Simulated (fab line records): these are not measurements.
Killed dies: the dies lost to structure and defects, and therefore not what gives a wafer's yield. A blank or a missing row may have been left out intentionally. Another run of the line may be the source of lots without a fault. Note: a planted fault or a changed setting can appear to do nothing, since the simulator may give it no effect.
fab line records	flow n5_finfet	part 1 of 2: steps 1 to 29 of 35
[record] lots = 5	wafers = 15	last_day = 18
route steps=1938 shown BEOL_M13@1701 BEOL_M14@1716
lots with no fault: from the same line, run without faults
start_h: hours from the record's first day to the start of the lot's first wafer shown	wait_h: time in hours since the lot's previous step	" as in the row above	L1.1+2: a row that stands for several wafers	- value missing, or start not given	* or withheld: withheld	< > ~ a bound
route shown NAME@n: names a module that has steps shown in the file, with the first one's number in the route	usual: the fault-free wafers' mean and standard deviation	same: alike in all rows	chamber/n: place in a boat	sites: each site's reading	_std_site: the values' standard deviation	_edge_site: outer sites' mean less inner sites'	radius_mm: for every site, how far away it sits from the centre of the wafer	mask NAME#n: copy n	behind: the most recent tool/chamber to have shaped the wafer	hold: cause of the lot's hold/its duration in hours/its outcome	device: names the non-switching transistor (n, p or np)	end of line: the tests these same wafers got at the end of their route	a step with no rows: only its recipe	killed: count of dies lost to structure and defects at first sort (not the wafer's yield)	map: the dies of a wafer, with x for killed, . for not killed, _ for no die there
set.NAME: the setting as run; set.NAME@STEP: as run at that earlier step	model.NAME: the simulator's own value behind a step, which no gauge read
lots seen at some steps along the route; tables by step, rows by wafer
services: a tool's chamber out of use, with start hour (start_h, from the record's first day; less than 0 if before it), hours out, and reason
[[steps]]
[step N5_BEOL_M13_PRECLEAN_39]
[recipe] chemistry = residue_remover	time_s = 60	temp_c = 40
lot.wafer	tool	chamber	start_h	wait_h
L082.1+3+5	wet_bench-05	3,6,2	304.22	0.1
L087.2+4+6	wet_bench-03	0,1,2	324.47	0.1
L090.1+2+6	wet_bench-04	4,3,2	336.90	0.1
L092.4+5+6	wet_bench-03	4,2,5	350.01	0.1
L095.2+3+4	wet_bench-04	3,4,6	391.72	0.1
[step N5_BEOL_M13_SRD_40]
[recipe] time_s = 30	temp_c = 23	rinse_liquid = diw	dry = n2_spin	spin_rpm = 1500	dry_time_s = 30
lot.wafer	tool	chamber	start_h	wait_h
L082.1+3+5	wet_bench-05	3,6,2	304.24	0.0
L087.2+4+6	wet_bench-03	0,1,2	324.49	0.0
L090.1+2+6	wet_bench-04	4,3,2	336.92	0.0
L092.4+5+6	wet_bench-03	4,2,5	350.03	0.0
L095.2+3+4	wet_bench-04	3,4,6	391.76	0.0
[step N5_BEOL_M13_DEGAS_41]
[recipe] ambient = vacuum	temp_c = 250	time_s = 60
[usual] heater_power_w = 336/33
lot.wafer	tool	chamber	start_h	wait_h	heater_power_w
L082.1	pvd_sputter-02	-	304.66	0.4	345
L082.3	"	-	"	"	364
L082.5	"	-	"	"	352
L087.2	pvd_sputter-02	-	326.71	2.2	349
L087.4	"	-	"	"	352
L087.6	"	-	"	"	288
L090.1	pvd_sputter-03	-	337.21	0.3	311
L090.2	"	-	"	"	308
L090.6	"	-	"	"	307
L092.4	pvd_sputter-02	-	350.33	0.3	356
L092.5	"	-	"	"	359
L092.6	"	-	"	"	290
L095.2	pvd_sputter-02	-	391.94	0.2	294
L095.3	"	-	"	"	348
L095.4	"	-	"	"	360
[step N5_BEOL_M13_PRE_CLEAN_42]
[recipe] gas = H2/He	time_s = 30	temp_c = 250
[usual] heater_power_w = 337/32
lot.wafer	tool	chamber	start_h	wait_h	heater_power_w
L082.1	pvd_sputter-02	-	304.70	0.0	350
L082.3	"	-	"	"	362
L082.5	"	-	"	"	368
L087.2	pvd_sputter-02	-	326.76	0.0	362
L087.4	"	-	"	"	357
L087.6	"	-	"	"	287
L090.1	pvd_sputter-03	-	337.25	0.0	307
L090.2	"	-	"	"	311
L090.6	"	-	"	"	308
L092.4	pvd_sputter-02	-	350.37	0.0	365
L092.5	"	-	"	"	365
L092.6	"	-	"	"	288
L095.2	pvd_sputter-02	-	391.98	0.0	292
L095.3	"	-	"	"	348
L095.4	"	-	"	"	361
[step N5_BEOL_M13_SPUTTER_43]
[recipe] material = TaN	target_thk_a = 150	temp_c = 50	bias_v = 168.6	power_w = 15000	chamber_pressure_pa = 0.12	time_s = 24.19
[usual] bias_v = 168.5/1.7	throttle_valve_pct = 30.0/1.3
lot.wafer	tool	chamber	start_h	wait_h	bias_v	throttle_valve_pct
L082.1	pvd_sputter-02	-	304.74	0.0	168.3	31.0
L082.3	"	-	"	"	169.8	32.4
L082.5	"	-	"	"	167.9	32.3
L087.2	pvd_sputter-02	-	326.80	0.0	167.4	32.2
L087.4	"	-	"	"	170.1	30.9
L087.6	"	-	"	"	164.9	30.0
L090.1	pvd_sputter-03	-	337.29	0.0	165.2	30.3
L090.2	"	-	"	"	169.3	27.0
L090.6	"	-	"	"	168.6	26.9
L092.4	pvd_sputter-02	-	350.41	0.0	171.4	32.5
L092.5	"	-	"	"	168.6	32.5
L092.6	"	-	"	"	169.0	29.9
L095.2	pvd_sputter-02	-	392.02	0.0	167.1	29.9
L095.3	"	-	"	"	168.0	30.9
L095.4	"	-	"	"	168.2	32.3
[step N5_BEOL_M13_SPUTTER_44]
[recipe] material = Ta	target_thk_a = 100	temp_c = 50	bias_v = 80	power_w = 15000	chamber_pressure_pa = 0.07	time_s = 16.13
[usual] bias_v = 80.0/0.76	throttle_valve_pct = 30.0/1.3
lot.wafer	tool	chamber	start_h	wait_h	bias_v	throttle_valve_pct
L082.1	pvd_sputter-02	-	304.82	0.0	80.4	31.0
L082.3	"	-	"	"	79.8	32.0
L082.5	"	-	"	"	79.8	32.1
L087.2	pvd_sputter-02	-	326.89	0.0	78.5	32.1
L087.4	"	-	"	"	79.1	30.9
L087.6	"	-	"	"	80.3	29.9
L090.1	pvd_sputter-03	-	337.37	0.0	80.1	30.4
L090.2	"	-	"	"	80.5	26.9
L090.6	"	-	"	"	81.2	27.0
L092.4	pvd_sputter-02	-	350.49	0.0	79.1	32.6
L092.5	"	-	"	"	79.3	32.2
L092.6	"	-	"	"	77.3	29.8
L095.2	pvd_sputter-02	-	392.10	0.0	79.9	29.6
L095.3	"	-	"	"	80.2	31.1
L095.4	"	-	"	"	80.4	32.1
[step N5_BEOL_M13_SPUTTER_45]
[recipe] material = Cu	target_thk_a = 800	temp_c = -20	bias_v = 60	power_w = 26000	chamber_pressure_pa = 0.13	time_s = 13.33
[usual] bias_v = 60.0/0.58	chuck_sensor_temp_C = -16.1/0.43	throttle_valve_pct = 30.1/1.3
lot.wafer	tool	chamber	start_h	wait_h	bias_v	chuck_sensor_temp_C	throttle_valve_pct
L082.1	pvd_sputter-02	-	304.90	0.0	59.7	-16.5	31.1
L082.3	"	-	"	"	60.2	-16.6	32.5
L082.5	"	-	"	"	60.4	-16.5	32.4
L087.2	pvd_sputter-02	-	326.98	0.0	59.5	-16.7	32.3
L087.4	"	-	"	"	59.7	-16.6	30.9
L087.6	"	-	"	"	59.8	-16.6	30.0
L090.1	pvd_sputter-03	-	337.45	0.0	60.5	-15.5	30.3
L090.2	"	-	"	"	60.6	-15.8	26.9
L090.6	"	-	"	"	60.3	-15.8	26.7
L092.4	pvd_sputter-02	-	350.57	0.0	59.7	-16.7	32.4
L092.5	"	-	"	"	60.3	-16.6	32.3
L092.6	"	-	"	"	59.9	-16.5	29.9
L095.2	pvd_sputter-02	-	392.18	0.0	60.2	-16.5	30.1
L095.3	"	-	"	"	60.3	-16.4	31.2
L095.4	"	-	"	"	59.5	-16.5	32.4
[step N5_BEOL_M13_ECD_47]
[recipe] material = Cu	target_thk_a = 9360
lot.wafer	tool	chamber	start_h	wait_h
L082.1+3+5	ecd_cu-01	0,0,1	305.02	0.1
L087.2+4+6	ecd_cu-02	0,1,0	327.11	0.1
L090.1+2+6	ecd_cu-01	1,0,1	337.57	0.1
L092.4+5+6	ecd_cu-01	1,0,1	350.74	0.1
L095.2+3+4	ecd_cu-01	0,0,1	392.29	0.1
[step N5_BEOL_M13_ANNEAL_48]
[recipe] temp_c = 225	time_s = 90	ambient = N2
[usual] wafer_temp_C_max = 226.4/0.3
lot.wafer	tool	chamber	start_h	wait_h	wafer_temp_C_max
L082.1	rtp_anneal-02	0	307.32	2.3	226.7
L082.3	"	0	"	"	226.7
L082.5	"	0	"	"	226.9
L087.2	rtp_anneal-01	0	327.32	0.2	226.2
L087.4	"	0	"	"	226.0
L087.6	"	0	"	"	226.3
L090.1	rtp_anneal-02	0	337.73	0.1	226.3
L090.2	"	0	"	"	226.5
L090.6	"	0	"	"	226.6
L092.4	rtp_anneal-01	0	350.99	0.2	226.0
L092.5	"	0	"	"	226.1
L092.6	"	0	"	"	225.7
L095.2	rtp_anneal-01	0	392.74	0.4	226.4
L095.3	"	0	"	"	226.4
L095.4	"	0	"	"	226.9
[step N5_BEOL_M13_CMP_49]
[recipe] stop_on = SiOC	t_overpolish_s = 17.1	down_force_psi = 1	platen_rpm = 50	clearing_platen_down_force_psi = 1.5	clearing_platen_rpm = 50	post_cmp_clean = cu_alkaline	target_thk_nm = 420	clearing_platen_pad_velocity_m_s = 0.99484	pad_velocity_m_s = 0.99484
[usual] barrier_field_endpoint_s = 30.5/0.75	edge_zone_pressure_frac = 1.000/0.0053	motor_current_A = 5.8/0.76	overpolish_run_s = 17.099/0.0086
lot.wafer	tool	chamber	start_h	wait_h	barrier_field_endpoint_s	edge_zone_pressure_frac	motor_current_A	overpolish_run_s
L082.3	cmp-03	0	307.62	0.2	29.6	1.004	6.3	17.101
L082.1	"	3	"	"	29.8	1.007	6.0	17.091
L082.5	"	1	"	"	30.8	1.004	5.3	17.084
L087.4	cmp-01	1	327.61	0.2	31.5	1.007	6.5	17.092
L087.2	"	2	"	"	30.5	0.996	4.7	17.109
L087.6	"	0	"	"	30.2	1.004	4.8	17.098
L090.2	cmp-01	1	338.07	0.2	30.7	0.991	6.4	17.114
L090.1	"	2	"	"	29.2	1.013	4.7	17.090
L090.6	"	1	"	"	30.1	0.991	6.5	17.107
L092.4	cmp-03	1	351.24	0.2	31.9	1.011	5.0	17.089
L092.5	"	3	"	"	31.0	1.000	6.3	17.095
L092.6	"	0	"	"	30.1	0.990	6.3	17.106
L095.2	cmp-02	3	393.26	0.4	30.8	1.003	6.3	17.095
L095.3	"	0	"	"	31.0	0.998	6.2	17.095
L095.4	"	1	"	"	30.9	0.999	6.4	17.114
[step N5_BEOL_M13_THK_MEAS_50]
[recipe] thk_meas_gauge = xrf	reads = Cu_of_BEOL_M13_ECD_47
[usual] M13_THK = 415/5.7
lot.wafer	tool	chamber	start_h	wait_h	M13_THK[nm]
L082.1	film_metro-01	-	307.91	-	413
L082.3	"	-	"	"	419
L082.5	"	-	"	"	424
L087.2	film_metro-01	-	327.86	-	411
L087.4	"	-	"	"	411
L087.6	"	-	"	"	410
L090.1	film_metro-02	-	338.32	-	410
L090.2	"	-	"	"	423
L090.6	"	-	"	"	425
L092.4	film_metro-01	-	351.46	-	417
L092.5	"	-	"	"	410
L092.6	"	-	"	"	410
L095.2	film_metro-02	-	393.52	-	416
L095.3	"	-	"	"	416
L095.4	"	-	"	"	413
[step N5_BEOL_M13_PRE_CLEAN_52]
[recipe] gas = NH3	time_s = 15	temp_c = withheld	rf_power_w = 300
lot.wafer	tool	chamber	start_h	wait_h
L082.1+3+5	pecvd-01	0,2,2	307.95	0.0
L087.2+4+6	pecvd-03	0,2,0	327.90	0.0
L090.1+2+6	pecvd-01	1,2,0	338.36	0.0
L092.4+5+6	pecvd-01	2,1,0	351.51	0.0
L095.2+3+4	pecvd-03	1,0,0	393.55	0.0
[step N5_BEOL_M13_DEP_53]
[recipe] material = SiCN	target_thk_a = 500	temp_c = withheld	precursor = 3MS/NH3	pressure_torr = 3	rf_w = 675	time_s = 17.8
[usual] showerhead_plenum_p_Torr = 4.155/0.02	throttle_valve_pct = 18.3/0.99
lot.wafer	tool	chamber	start_h	wait_h	showerhead_plenum_p_Torr	throttle_valve_pct
L082.1	pecvd-01	0	307.97	0.0	4.115	17.8
L082.3	"	2	"	"	4.157	17.9
L082.5	"	2	"	"	4.153	17.6
L087.2	pecvd-03	0	327.92	0.0	4.149	19.2
L087.4	"	2	"	"	4.187	16.8
L087.6	"	0	"	"	4.154	19.1
L090.1	pecvd-01	1	338.39	0.0	4.166	20.2
L090.2	"	2	"	"	4.158	17.9
L090.6	"	0	"	"	4.112	17.8
L092.4	pecvd-01	2	351.54	0.0	4.158	17.7
L092.5	"	1	"	"	4.167	20.5
L092.6	"	0	"	"	4.123	17.8
L095.2	pecvd-03	1	393.58	0.0	4.160	17.9
L095.3	"	0	"	"	4.149	19.0
L095.4	"	0	"	"	4.158	19.0
[step N5_BEOL_M13_RS_MEAS_54]
[recipe] thk_meas_gauge = four-point-probe	reads = Cu_of_BEOL_M13_ECD_47+Ta_of_BEOL_M13_SPUTTER_44+TaN_of_BEOL_M13_SPUTTER_43
[usual] M13_RS = 0.0449/0.00057
lot.wafer	tool	chamber	start_h	wait_h	M13_RS[ohm/sq]
L082.1	film_metro-02	-	308.04	0.0	0.0447
L082.3	"	-	"	"	0.0443
L082.5	"	-	"	"	0.0436
L087.2	film_metro-01	-	327.99	0.1	0.0453
L087.4	"	-	"	"	0.0453
L087.6	"	-	"	"	0.0454
L090.1	film_metro-01	-	338.45	0.0	0.0458
L090.2	"	-	"	"	0.0445
L090.6	"	-	"	"	0.0440
L092.4	film_metro-02	-	351.59	0.0	0.0444
L092.5	"	-	"	"	0.0454
L092.6	"	-	"	"	0.0452
L095.2	film_metro-02	-	393.65	0.1	0.0452
L095.3	"	-	"	"	0.0453
L095.4	"	-	"	"	0.0455
[step N5_BEOL_M13_INSPECT_55]
[recipe] inspect_instrument = darkfield	mode = post_dep
[usual] raw_defect_count = 73/23
lot.wafer	tool	chamber	start_h	wait_h	raw_defect_count
L082.1	defect_inspect-02	-	308.07	0.0	101
L082.3	"	-	"	"	103
L082.5	"	-	"	"	68
L087.2	defect_inspect-02	-	328.02	0.0	64
L087.4	"	-	"	"	104
L087.6	"	-	"	"	112
L090.1	defect_inspect-01	-	338.48	0.0	47
L090.2	"	-	"	"	74
L090.6	"	-	"	"	39
L092.4	defect_inspect-02	-	351.62	0.0	115
L092.5	"	-	"	"	80
L092.6	"	-	"	"	93
L095.2	defect_inspect-02	-	393.67	0.0	77
L095.3	"	-	"	"	73
L095.4	"	-	"	"	96
[step N5_BEOL_M14_ILD_DEP_00]
[recipe] material = SiO2	target_thk_a = 11193	temp_c = 400	precursor = TEOS/O2	pressure_torr = 6.5	rf_w = 900	teos_flow_sccm = 161.4	gas = O2	flow_sccm = 2650	time_s = 237.4
[usual] heater_power_w = 572/98	showerhead_plenum_p_Torr = 8.33/0.031	throttle_valve_pct = 18.6/0.88
lot.wafer	tool	chamber	start_h	wait_h	heater_power_w	showerhead_plenum_p_Torr	throttle_valve_pct
L082.1	pecvd-02	0	308.10	0.0	400	8.30	19.4
L082.3	"	2	"	"	734	8.34	18.2
L082.5	"	2	"	"	787	8.33	17.9
L087.2	pecvd-04	0	328.05	0.0	530	8.35	17.6
L087.4	"	0	"	"	604	8.35	17.6
L087.6	"	2	"	"	620	8.35	19.9
L090.1	pecvd-04	2	338.52	0.0	626	8.34	19.9
L090.2	"	1	"	"	588	8.30	18.4
L090.6	"	0	"	"	625	8.35	17.8
L092.4	pecvd-02	1	351.73	0.1	670	8.39	19.1
L092.5	"	2	"	"	616	8.35	18.3
L092.6	"	0	"	"	457	8.33	19.3
L095.2	pecvd-02	2	393.71	0.0	776	8.35	18.2
L095.3	"	1	"	"	542	8.38	19.3
L095.4	"	0	"	"	484	8.31	19.3
[step N5_BEOL_M14_THK_MEAS_01]
[recipe] reads = SiO2_of_BEOL_M14_ILD_DEP_00
[usual] M14_ILD_THK = 1105/17
lot.wafer	tool	chamber	start_h	wait_h	M14_ILD_THK[nm]
L082.1	film_metro-02	-	308.29	0.1	1092
L082.3	"	-	"	"	1094
L082.5	"	-	"	"	1124
L087.2	film_metro-02	-	328.24	0.1	1076
L087.4	"	-	"	"	1095
L087.6	"	-	"	"	1089
L090.1	film_metro-02	-	338.70	0.1	1081
L090.2	"	-	"	"	1108
L090.6	"	-	"	"	1116
L092.4	film_metro-01	-	351.84	0.0	1089
L092.5	"	-	"	"	1118
L092.6	"	-	"	"	1102
L095.2	film_metro-01	-	394.00	0.2	1113
L095.3	"	-	"	"	1088
L095.4	"	-	"	"	1109
[step N5_BEOL_M14_COAT_58]
[recipe] resist = BARC	temp_c = 205	time_s = 60	spin_rpm = 1500	resist_thk_nm = 89
lot.wafer	tool	chamber	start_h	wait_h
L082.1+3+5	litho_track-05	0	308.32	0.0
L087.2+4+6	litho_track-04	0	328.28	0.0
L090.1+2+6	litho_track-05	0	338.74	0.0
L092.4+5+6	litho_track-02	0	351.87	0.0
L095.2+3+4	litho_track-02	0	394.03	0.0
[step N5_BEOL_M14_COAT_04]
[recipe] spin_rpm = 1704	resist_thk_nm = 800
lot.wafer	tool	chamber	start_h	wait_h
L082.1+3+5	litho_track-05	0	-	-
L087.2+4+6	litho_track-04	0	-	-
L090.1+2+6	litho_track-05	0	-	-
L092.4+5+6	litho_track-02	0	-	-
L095.2+3+4	litho_track-02	0	-	-
[step N5_BEOL_M14_EBR_06]
[recipe] solvent = PGMEA	ebr_width_mm = 1.5
lot.wafer	tool	chamber	start_h	wait_h
L082.1+3+5	litho_track-05	0	-	-
L087.2+4+6	litho_track-04	0	-	-
L090.1+2+6	litho_track-05	0	-	-
L092.4+5+6	litho_track-02	0	-	-
L095.2+3+4	litho_track-02	0	-	-
[step N5_BEOL_M14_SOFTBAKE_05]
[recipe] temp_c = 130	time_s = 60
lot.wafer	tool	chamber	start_h	wait_h
L082.1+3+5	litho_track-05	0	-	-
L087.2+4+6	litho_track-04	0	-	-
L090.1+2+6	litho_track-05	0	-	-
L092.4+5+6	litho_track-02	0	-	-
L095.2+3+4	litho_track-02	0	-	-
[step N5_BEOL_M14_EXPOSE_07]
[recipe] mask_id = V13	na = 0.8	source_shape = annular	sigma_inner = 0.5	sigma_outer = 0.8	polarization = unpolarized	attpsm_phase_deg = 180	dose_mj = 57
lot.wafer	tool	chamber	start_h	wait_h	mask
L082.1+3+5	krf_scanner-02	0	308.55	-	V13#0
L087.2+4+6	krf_scanner-02	0	328.40	-	V13#0
L090.1+2+6	krf_scanner-02	0	338.85	-	V13#0
L092.4+5+6	krf_scanner-01	0	352.12	-	V13#0
L095.2+3+4	krf_scanner-01	0	394.13	-	V13#0
[step N5_BEOL_M14_PEB_08]
[recipe] peb_temp_c = 130	peb_time_s = 90
lot.wafer	tool	chamber	start_h	wait_h
L082.1+3+5	litho_track-05	0	308.61	0.1
L087.2+4+6	litho_track-02	0	328.46	0.0
L090.1+2+6	litho_track-05	0	338.91	0.1
L092.4+5+6	litho_track-05	0	352.16	0.0
L095.2+3+4	litho_track-05	0	394.19	0.0
[step N5_BEOL_M14_DEVELOP_09]
[recipe] develop_time_s = 45	rinse_liquid = diw	dry = air_spin	dev_temp_c = 21
lot.wafer	tool	chamber	start_h	wait_h
L082.1+3+5	litho_track-05	0	-	-
L087.2+4+6	litho_track-02	0	-	-
L090.1+2+6	litho_track-05	0	-	-
L092.4+5+6	litho_track-05	0	-	-
L095.2+3+4	litho_track-05	0	-	-
[step N5_BEOL_M14_HARDBAKE_14]
[recipe] temp_c = 130	time_s = 120
lot.wafer	tool	chamber	start_h	wait_h
L082.1+3+5	litho_track-05	0	-	-
L087.2+4+6	litho_track-02	0	-	-
L090.1+2+6	litho_track-05	0	-	-
L092.4+5+6	litho_track-05	0	-	-
L095.2+3+4	litho_track-05	0	-	-
[step N5_BEOL_M14_CD_MEAS_10]
[recipe] target_cd_nm = 250	landing_energy_ev = 500	detector = se_inlens	polarity = opening
[usual] cd_nm = 249.3/1.6
[same] landing_energy_ev = 500
lot.wafer	tool	chamber	start_h	wait_h	cd_nm
L082.1	cd_sem-02	0	308.72	-	252.2
L082.3	"	0	"	"	251.0
L082.5	"	0	"	"	251.4
L087.2	cd_sem-03	0	328.57	-	248.3
L087.4	"	0	"	"	250.7
L087.6	"	0	"	"	249.1
L090.1	cd_sem-01	0	339.02	-	248.5
L090.2	"	0	"	"	248.7
L090.6	"	0	"	"	250.8
L092.4	cd_sem-03	0	352.28	-	249.4
L092.5	"	0	"	"	247.1
L092.6	"	0	"	"	248.7
L095.2	cd_sem-03	0	394.30	-	249.2
L095.3	"	0	"	"	248.1
L095.4	"	0	"	"	244.9
[step N5_BEOL_M14_OVL_MEAS_11]
[recipe] points_per_wafer = 44
[usual] V13_OVL = 6/5
lot.wafer	tool	chamber	start_h	wait_h	V13_OVL[nm]
L082.1	overlay-02	0	308.76	0.0	7
L082.3	"	0	"	"	19
L082.5	"	0	"	"	10
L087.2	overlay-02	0	328.60	0.0	2
L087.4	"	0	"	"	5
L087.6	"	0	"	"	4
L090.1	overlay-01	0	339.05	0.0	13
L090.2	"	0	"	"	18
L090.6	"	0	"	"	9
L092.4	overlay-01	0	352.30	0.0	13
L092.5	"	0	"	"	7
L092.6	"	0	"	"	12
L095.2	overlay-02	0	394.33	0.0	6
L095.3	"	0	"	"	4
L095.4	"	0	"	"	7
[step N5_BEOL_M14_INSPECT_12]
[recipe] mode = adi	inspect_instrument = macro
[usual] raw_defect_count = 2.0/1.4
lot.wafer	tool	chamber	start_h	wait_h	raw_defect_count
L082.1	defect_inspect-01	-	308.78	0.0	2
L082.3	"	-	"	"	0
L082.5	"	-	"	"	2
L087.2	defect_inspect-01	-	328.63	0.0	0
L087.4	"	-	"	"	2
L087.6	"	-	"	"	2
L090.1	defect_inspect-02	-	339.07	0.0	1
L090.2	"	-	"	"	5
L090.6	"	-	"	"	3
L092.4	defect_inspect-02	-	352.33	0.0	3
L092.5	"	-	"	"	4
L092.6	"	-	"	"	3
L095.2	defect_inspect-01	-	394.36	0.0	2
L095.3	"	-	"	"	2
L095.4	"	-	"	"	1
[step N5_BEOL_M14_DESCUM_15]
[recipe] chemistry = O2	time_s = 7.9	source_power_w = 50	bias_power_w = 20	pressure_mtorr = 20	rf_frequency_hz = 2.712e+07	temp_c = 40	o2_flow_sccm = 225
[usual] drypump_motor_current_A = 5.7/0.49	oes_product_au = 0.78/0.078	rf_vpp_V = 242.7/1.3	showerhead_plenum_p_Torr = 2.07/0.056	throttle_valve_pct = 20.32/0.22
lot.wafer	tool	chamber	start_h	wait_h	drypump_motor_current_A	oes_product_au	rf_hours_counter_h	rf_vpp_V	showerhead_plenum_p_Torr	throttle_valve_pct
L082.1	rie_diel-01	0	308.82	0.0	5.7	0.70	212	243.3	2.09	20.44
L082.3	"	2	"	"	6.3	0.88	38	242.0	2.06	20.15
L082.5	"	1	"	"	6.4	0.74	-	241.7	2.02	20.43
L087.2	rie_diel-01	1	328.66	0.0	6.4	0.73	172	242.9	2.02	20.41
L087.4	"	2	"	"	6.3	0.87	46	240.7	2.06	20.15
L087.6	"	0	"	"	5.8	0.69	-	242.1	2.09	20.47
L090.1	rie_diel-01	1	339.11	0.0	6.4	0.73	176	242.8	2.01	20.45
L090.2	"	3	"	"	5.3	0.79	108	242.2	2.02	20.28
L090.6	"	3	"	"	5.3	0.80	-	242.1	2.02	20.30
L092.4	rie_diel-01	0	352.38	0.0	5.8	0.70	-	241.7	2.08	20.48
L092.5	"	2	"	"	6.2	0.86	-	243.0	2.05	20.19
L092.6	"	1	"	"	6.4	0.73	-	239.0	2.01	20.46
L095.2	rie_diel-06	1	394.81	0.5	5.2	0.71	201	244.7	2.18	20.82
L095.3	"	2	"	"	5.9	0.73	194	243.8	2.15	20.45
L095.4	"	3	"	"	5.6	0.70	220	242.2	1.96	20.25
